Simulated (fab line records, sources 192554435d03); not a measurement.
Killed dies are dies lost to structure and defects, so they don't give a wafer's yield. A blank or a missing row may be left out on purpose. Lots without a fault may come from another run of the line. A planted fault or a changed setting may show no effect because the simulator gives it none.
A struck lot beside a sound one | flow n5_finfet | 37 steps out of a route of 1938
Sound: wafers L641.2, L641.3, L641.5. Struck: wafers L634.3, L634.4, L634.5. The cause comes at the end.
At each step with rows: each side's tool, then ch and its chambers, then its first start. Under that, the readings that differ: sound wafers | struck wafers | difference of the means | sigmas: that difference in standard deviations of wafers without a fault.
alike: readings whose means differ by less than 2 such deviations, and words and numbers that are the same on both sides. not compared: withheld readings, readings that some wafer has no value for, bounds like >300 that may hide the same value, and numbers for which the record gives no deviation and whose values overlap.
The two part at a step that has a row with sigmas, a row that says differs or no value, or rows on one side only. Numbers that don't overlap but have no deviation are shown without sigmas and don't part them. A reading that every wafer of one side lacks parts them only if that side has two wafers or more.

first, 9 steps without rows for these wafers: N5_BEOL_M4_ANNEAL_95 (time 240 s); N5_BEOL_M4_SPUTTER_96 (material Cu, target thk 4.5 nm, time 8.29 s); N5_BEOL_M4_ECD_50 (material Cu, target thk 300 nm); N5_BEOL_M4_ANNEAL_51 (time 90 s); N5_BEOL_M4_CMP_52 (polishes, stops on SiOC, t overpolish 6.8 s, target thk 40 nm); N5_BEOL_M4_PRE_CLEAN_60 (time 15 s); N5_BEOL_M4_CO_CAP_55 (material Co, precursor CCTBA/H2, target thk 2 nm, time 102.1 s); N5_BEOL_M4_PRE_CLEAN_56 (time 15 s); N5_BEOL_M4_DEP_57 (deposits SiCN from 3MS/NH3, target thk 8 nm, time 14 s).
N5_BEOL_M4_RC_MEAS_101:
  sound on prober-02 ch 0, day 14 04:25; struck on prober-01 ch 0, day 12 02:09
  reading       | sound          | struck         | difference | sigmas
  DIBL_P (mV/V) | 40.0 39.7 36.9 | 33.9 34.6 34.7 | -4.5       | -3
  alike: DIBL_N, IOFF_N, IOFF_P, ION_N, ION_P, SS_N, SS_P, VT_N, VT_P
then, 24 steps without rows for these wafers: N5_BEOL_M5_ILD_DEP_00 (deposits SiCOH lowk from DEMS/porogen, target thk 140.64 nm, time 25.9 s); N5_BEOL_M5_CURE_79 (cures SiCOH lowk, time 240 s); N5_BEOL_M5_PECVD_70 (deposits SiO2 from TEOS/O2, target thk 16 nm, time 18 s); N5_BEOL_M5_HM_DEP_02 (deposits TiN, target thk 20 nm); N5_BEOL_M5_COAT_59 (time 60 s, resist thk 60 nm); N5_BEOL_M5_COAT_60 (time 60 s, resist thk 12 nm); N5_BEOL_M5_COAT_71 (time 60 s, resist thk 5 nm); N5_BEOL_M5_COAT_05 (resist thk 30 nm); N5_BEOL_M5_EBR_07; N5_BEOL_M5_SOFTBAKE_06 (time 60 s); N5_BEOL_M5_EXPOSE_08 (exposes mask M5, target cd 28 nm); N5_BEOL_M5_PEB_09 (peb time 60 s); N5_BEOL_M5_DEVELOP_10 (develop time 30 s); N5_BEOL_M5_DESCUM_16 (chemistry O2, time 7 s); N5_BEOL_M5_ETCH_72 (etches underlayer in N2/H2, target depth 6.5 nm, time 5.2 s); N5_BEOL_M5_ETCH_61 (etches SiARC in CF4, target depth 15.6 nm, time 26 s); N5_BEOL_M5_ETCH_62 (etches SOC in N2/H2, target depth 75 nm, overetch 15 nm, time 112.5 s); N5_BEOL_M5_STRIP_63 (strips in N2/H2); N5_BEOL_M5_STRIP_73 (strips in N2/H2); N5_BEOL_M5_STRIP_64 (strips in CF4); N5_BEOL_M5_HM_OPEN_17 (chemistry Cl2/BCl3, target TiN, target depth 20 nm, overetch 6 nm); N5_BEOL_M5_STRIP_19 (strips in O2); N5_BEOL_M5_COAT_65 (time 60 s, resist thk 60 nm); N5_BEOL_M5_COAT_66 (time 60 s, resist thk 12 nm).
N5_BEOL_M5_CVD_47: deposits Co from CCTBA/H2, target thk 3 nm, time 216 s.
  sound on cvd_co-01 ch 0,1,2, day 14 11:01; struck on cvd_co-02 ch 0,1,2, day 12 08:09
  no value came back on the struck wafers for chamber_pressure_Torr (Torr), run_length_s (s); on the sound wafers chamber_pressure_Torr (Torr) reads 29.97 29.96 30.02
N5_BEOL_M5_CMP_52: polishes, stops on SiCOH lowk, t overpolish 6.9 s, target thk 62 nm.
  sound on cmp-02 ch 1,2, day 14 16:07; struck on cmp-04 ch 1,2,3, day 12 13:35
  reading                                | sound          | struck         | difference | sigmas
  barrier_field_endpoint_s (s)           | 25.4 24.4 25.5 | 20.5 21.8 22.1 | -3.6       | -6
  model.Cu_of_BEOL_M5_ECD_50.thk_nm (nm) | 62.4 62.6 63.4 | 66.8 64.6 67.8 | +3.6       |
  alike: motor_current_A, platen_rpm
-- the record jumps here: 4 days lie between the struck wafers' starts before and after (it left off in module BEOL_M5 and takes up again in module PASSIVATION, whose first step shown is number 1936 of the route) --
N5_PASSIVATION_PROBE_49:
  the record has rows for the struck wafers here (prober-02, day 16 16:40) and none for the sound ones

WHERE THEY PART
First at N5_BEOL_M4_RC_MEAS_101; last, within this record, at N5_PASSIVATION_PROBE_49.

WHY: what the simulator had put in
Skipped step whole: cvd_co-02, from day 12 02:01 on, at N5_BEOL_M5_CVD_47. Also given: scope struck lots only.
